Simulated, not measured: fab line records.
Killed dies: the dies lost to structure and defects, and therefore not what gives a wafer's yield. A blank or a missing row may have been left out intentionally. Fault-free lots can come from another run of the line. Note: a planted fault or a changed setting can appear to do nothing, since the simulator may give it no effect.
A single fault, viewed from 2 desks | flow nand-harc | each desk holds nothing but its own numbers, with what lay behind them at the end

## AT THE METROLOGY DESK
What the gauges read for every lot (on any tool): the sampled wafers with a number, averaged. The brackets show how far a lot's mean lies from the usual mean; more than 4 standard deviations puts the lot out of limits, marked OUT.
Columns: A = cd-nm at NHARC_A_M1_CD_MEAS_09, usual 120.0 nm; B = cd-nm at NHARC_A_M1_CD_MEAS_16, usual 119.8 nm
lot  | first seen here | A     | B
L588 | day 18 01:04    | 120.2 | 119.9
L590 | day 19 08:11    | 120.5 | 120.4
L592 | day 19 19:17    | 119.8 | 119.5
L594 | day 20 10:32    | 120.3 | 119.9
L595 | day 20 11:01    | 119.9 | 119.3
L596 | day 20 19:21    | 119.7 | 119.4
L601 | day 21 17:47    | 119.4 | 119.1
L603 | day 22 05:13    | 120.0 | 119.9
L604 | day 22 05:31    | 119.9 | 119.6
L607 | day 22 15:29    | 119.6 | 119.4
L606 | day 23 02:38    | 119.9 | 120.1
Result from this desk: across the 11 lots, nothing is out of limits.

## AT THE TOOL OWNER'S DESK: rie-diel-12
The tool's own readings at NHARC_A_M1_ETCH_28 (etches the open film in CF4/N2, target depth 30 nm, time 72.99 s): means of the sampled wafers that have a number, for each lot that ran on this tool. The brackets show how far a lot's mean lies from the usual mean; more than 4 standard deviations puts the lot out of limits, marked OUT. Of its 8 readings 7 are shown: those that lie furthest out on some lot.
Columns: A = bias-w at NHARC_A_M1_ETCH_28, usual 100.0 W; B = cf4-flow-sccm at NHARC_A_M1_ETCH_28, usual 50.01 sccm; C = drypump-motor-current-A at NHARC_A_M1_ETCH_28, usual 5.7 A; D = n2-flow-sccm at NHARC_A_M1_ETCH_28, usual 100.0 sccm; E = oes-product-au at NHARC_A_M1_ETCH_28, usual 1.003 a.u.; F = showerhead-plenum-p-Torr at NHARC_A_M1_ETCH_28, usual 2.63 Torr; G = throttle-valve-pct at NHARC_A_M1_ETCH_28, usual 19.794 %
lot  | first seen here | A     | B     | C   | D     | E     | F    | G
L590 | day 19 09:00    | 99.8  | 50.25 | 5.9 | 100.0 | 0.996 | 2.60 | 19.778
L596 | day 20 20:10    | 100.0 | 50.00 | 6.0 | 99.9  | 1.009 | 2.68 | 19.784
L603 | day 22 06:02    | 100.0 | 49.93 | 5.8 | 99.8  | 1.001 | 2.64 | 19.789
L607 | day 22 16:18    | 100.1 | 50.09 | 6.0 | 100.2 | 1.002 | 2.68 | 19.803
L606 | day 23 03:26    | 99.9  | 49.96 | 5.8 | 100.0 | 0.997 | 2.64 | 19.789
Result from this desk: across the 5 lots, nothing is out of limits.

## TAKEN TOGETHER
Nothing out of limits was seen by the metrology desk.
The desk of the tool owner found nothing out of limits.

## WHAT THE SIMULATOR PUT IN
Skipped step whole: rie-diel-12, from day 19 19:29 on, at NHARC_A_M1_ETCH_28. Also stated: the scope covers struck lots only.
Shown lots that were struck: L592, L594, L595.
